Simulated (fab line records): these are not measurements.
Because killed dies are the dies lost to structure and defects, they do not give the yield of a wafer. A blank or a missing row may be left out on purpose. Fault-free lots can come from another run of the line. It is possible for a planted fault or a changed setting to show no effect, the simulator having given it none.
Matching of chambers || flow n5Finfet || N5_BEOL_M3_ETCH_69 on rieDiel-05: 4 sister chambers
The step etches SiARC in CF4, target depth 15.6 nm, time 26 s. 16 wafers are shown with their chamber, then 8 later ones without.

## EACH WAFER AND ITS CHAMBER
{"wafer": "L075.2", "chamber": 2, "showerheadPlenumPTorr (Torr)": 2.10, "throttleValvePct (%)": 15.30, "oesProductAu (a.u.)": 0.78}
{"wafer": "L075.5", "chamber": 2, "showerheadPlenumPTorr (Torr)": 2.10, "throttleValvePct (%)": 15.31, "oesProductAu (a.u.)": 0.78}
{"wafer": "L075.6", "chamber": 3, "showerheadPlenumPTorr (Torr)": 2.20, "throttleValvePct (%)": 15.59, "oesProductAu (a.u.)": 0.64}
{"wafer": "L074.2", "chamber": 3, "showerheadPlenumPTorr (Torr)": 2.20, "throttleValvePct (%)": 15.59, "oesProductAu (a.u.)": 0.63}
{"wafer": "L074.4", "chamber": 1, "showerheadPlenumPTorr (Torr)": 2.05, "throttleValvePct (%)": 15.75, "oesProductAu (a.u.)": 0.68}
{"wafer": "L074.6", "chamber": 3, "showerheadPlenumPTorr (Torr)": 2.20, "throttleValvePct (%)": 15.59, "oesProductAu (a.u.)": 0.62}
{"wafer": "L076.3", "chamber": 1, "showerheadPlenumPTorr (Torr)": 2.05, "throttleValvePct (%)": 15.74, "oesProductAu (a.u.)": 0.69}
{"wafer": "L076.4", "chamber": 3, "showerheadPlenumPTorr (Torr)": 2.20, "throttleValvePct (%)": 15.60, "oesProductAu (a.u.)": 0.63}
{"wafer": "L076.5", "chamber": 2, "showerheadPlenumPTorr (Torr)": 2.10, "throttleValvePct (%)": 15.32, "oesProductAu (a.u.)": 0.78}
{"wafer": "L078.1", "chamber": 0, "showerheadPlenumPTorr (Torr)": 2.12, "throttleValvePct (%)": 15.74, "oesProductAu (a.u.)": 0.62}
{"wafer": "L078.4", "chamber": 1, "showerheadPlenumPTorr (Torr)": 2.05, "throttleValvePct (%)": 15.73, "oesProductAu (a.u.)": 0.68}
{"wafer": "L078.6", "chamber": 1, "showerheadPlenumPTorr (Torr)": 2.05, "throttleValvePct (%)": 15.76, "oesProductAu (a.u.)": 0.68}
{"wafer": "L082.3", "chamber": 1, "showerheadPlenumPTorr (Torr)": 2.05, "throttleValvePct (%)": 15.76, "oesProductAu (a.u.)": 0.68}
{"wafer": "L082.5", "chamber": 1, "showerheadPlenumPTorr (Torr)": 2.05, "throttleValvePct (%)": 15.75, "oesProductAu (a.u.)": 0.67}
{"wafer": "L082.6", "chamber": 2, "showerheadPlenumPTorr (Torr)": 2.09, "throttleValvePct (%)": 15.33, "oesProductAu (a.u.)": 0.76}
{"wafer": "L086.2", "chamber": 2, "showerheadPlenumPTorr (Torr)": 2.09, "throttleValvePct (%)": 15.35, "oesProductAu (a.u.)": 0.75}

SIGNATURES (averages over the wafers above)
{"reading": "showerheadPlenumPTorr", "chamber 0": 2.1200, "chamber 1": 2.0500, "chamber 2": 2.0960, "chamber 3": 2.2000, "scatter within a chamber": 0.00316}
{"reading": "throttleValvePct", "chamber 0": 15.7400, "chamber 1": 15.7483, "chamber 2": 15.3220, "chamber 3": 15.5925, "scatter within a chamber": 0.0137}
{"reading": "oesProductAu", "chamber 0": 0.6200, "chamber 1": 0.6800, "chamber 2": 0.7700, "chamber 3": 0.6300, "scatter within a chamber": 0.01}
Rule: for a wafer and a chamber, the distance is found by dividing, reading by reading, the gap between the wafer's reading and the chamber's mean by the reading's scatter, squaring, summing and taking the root. If the next closest chamber is less than 2 further off than the closest, the wafer can't be placed; otherwise it belongs to the closest. The scatter: the root of (the sum of the squares of (reading less its chamber's mean) over the shown wafers, divided by (wafers less chambers)).

## WAFERS WITH NO CHAMBER GIVEN
{"wafer": "L086.3", "showerheadPlenumPTorr (Torr)": 2.05, "throttleValvePct (%)": 15.77, "oesProductAu (a.u.)": 0.67}
{"wafer": "L086.6", "showerheadPlenumPTorr (Torr)": 2.11, "throttleValvePct (%)": 15.79, "oesProductAu (a.u.)": 0.62}
{"wafer": "L087.2", "showerheadPlenumPTorr (Torr)": 2.09, "throttleValvePct (%)": 15.35, "oesProductAu (a.u.)": 0.74}
{"wafer": "L087.4", "showerheadPlenumPTorr (Torr)": 2.05, "throttleValvePct (%)": 15.79, "oesProductAu (a.u.)": 0.67}
{"wafer": "L087.6", "showerheadPlenumPTorr (Torr)": 2.09, "throttleValvePct (%)": 15.36, "oesProductAu (a.u.)": 0.75}
{"wafer": "L091.3", "showerheadPlenumPTorr (Torr)": 2.04, "throttleValvePct (%)": 15.79, "oesProductAu (a.u.)": 0.67}
{"wafer": "L091.4", "showerheadPlenumPTorr (Torr)": 2.09, "throttleValvePct (%)": 15.36, "oesProductAu (a.u.)": 0.73}
{"wafer": "L091.6", "showerheadPlenumPTorr (Torr)": 2.11, "throttleValvePct (%)": 15.80, "oesProductAu (a.u.)": 0.61}

## WHICH CHAMBER EACH ONE RAN IN
{"wafer": "L086.3", "from the rows above": 1, "in truth": 1}
{"wafer": "L086.6", "from the rows above": 0, "in truth": 0}
{"wafer": "L087.2", "from the rows above": 2, "in truth": 2}
{"wafer": "L087.4", "from the rows above": 1, "in truth": 1}
{"wafer": "L087.6", "from the rows above": 2, "in truth": 2}
{"wafer": "L091.3", "from the rows above": 1, "in truth": 1}
{"wafer": "L091.4", "from the rows above": 2, "in truth": 2}
{"wafer": "L091.6", "from the rows above": 0, "in truth": 0}
Placed correctly: 8 of 8. Can't be placed from these rows: 0. 0 placed wrongly.
